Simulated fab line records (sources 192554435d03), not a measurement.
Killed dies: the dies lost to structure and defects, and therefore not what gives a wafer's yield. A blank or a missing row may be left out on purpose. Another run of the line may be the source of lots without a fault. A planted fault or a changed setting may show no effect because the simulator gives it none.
The tool behind it: which one?    flow n5-finfet    Sampling: 11 lots, 33 wafers, 3 of 1938 route steps

== WHAT THE GAUGES SHOWED, per wafer ==
N5_BEOL_M15_THK_MEAS_01.
lot   measured      on             M15_ILD_THK (nm)
L076  day 12 12:04  film-metro-01  1630 1607 1649
L075  day 12 21:44  film-metro-01  1630 1614 1666
L077  day 13 02:12  film-metro-02  1637 1680 1614
L079  day 13 15:52  film-metro-02  1589 1660 1613
L084  day 14 12:59  film-metro-01  1639 1718 1636
L082  day 14 20:10  film-metro-02  1632 1585 1623
L085  day 15 01:49  film-metro-02  1635 1653 1677
L089  day 15 13:14  film-metro-01  1662 1643 1633
L091  day 16 02:53  film-metro-02  1608 1658 1626
L093  day 17 03:07  film-metro-02  1595 1651 1628
L094  day 17 18:06  film-metro-01  1624 1642 1672

== WHICH TOOL RAN EACH LOT (tool, then ch and the chambers of the sampled wafers, then the start) ==
lot   N5_BEOL_M14_ETCH_38                            N5_BEOL_M14_CMP_49
L076  rie-diel-06 ch 0,1,3, day 12 11:22 or earlier  cmp-02 ch 0,1,3, day 12 11:22
L075  rie-diel-05 ch 0,1,2, day 12 21:02 or earlier  cmp-04 ch 2,3, day 12 21:02
L077  rie-diel-06 ch 0,1,2, day 13 01:34 or earlier  cmp-04 ch 0,1,2, day 13 01:34
L079  rie-diel-06 ch 0,1, day 13 15:10 or earlier    cmp-04 ch 1,2, day 13 15:10
L084  rie-diel-01 ch 0,1,3, day 14 12:15 or earlier  cmp-01 ch 0,1, day 14 12:15
L082  rie-diel-05 ch 0,1,3, day 14 19:26 or earlier  cmp-04 ch 0,1,3, day 14 19:26
L085  rie-diel-05 ch 0,1, day 15 01:04 or earlier    cmp-02 ch 2,3, day 15 01:04
L089  rie-diel-06 ch 0,3, day 15 12:37 or earlier    cmp-01 ch 0,1,2, day 15 12:37
L091  rie-diel-06 ch 0,2,3, day 16 02:14 or earlier  cmp-02 ch 1,2,3, day 16 02:14
L093  rie-diel-06 ch 1,3, day 17 02:22 or earlier    cmp-02 ch 0,2, day 17 02:22
L094  rie-diel-05 ch 1,3, day 17 17:20 or earlier    cmp-01 ch 0,1,2, day 17 17:20
- N5_BEOL_M14_ETCH_38: etches SiCN in CF4/N2, target depth 106.5 nm, time 120.6 s.
- N5_BEOL_M14_CMP_49: polishes, stops on SiO2, t overpolish 5.2 s, target thk 560 nm.

== THE ANSWER, worked out from the rows above alone ==
Rule: usual is defined by the lots themselves. Put in order of their means at a reading, lots are off if they are a third of the lots or fewer, leave a main group of 4 or more, and stand apart from it by a gap of 3 or more times the standard deviation of the main group's means; of several such gaps the widest counts. A main group is skipped when, at the precision printed for the reading in the tables above, its means are all equal. Also off: a lot with no number at a reading for which 4 or more lots have one. The other lots that the step has rows for count as sound.
Across all readings shown, no lot is off: no conclusion can be drawn from this.

== WHAT WAS PUT IN BY THE SIMULATOR ==
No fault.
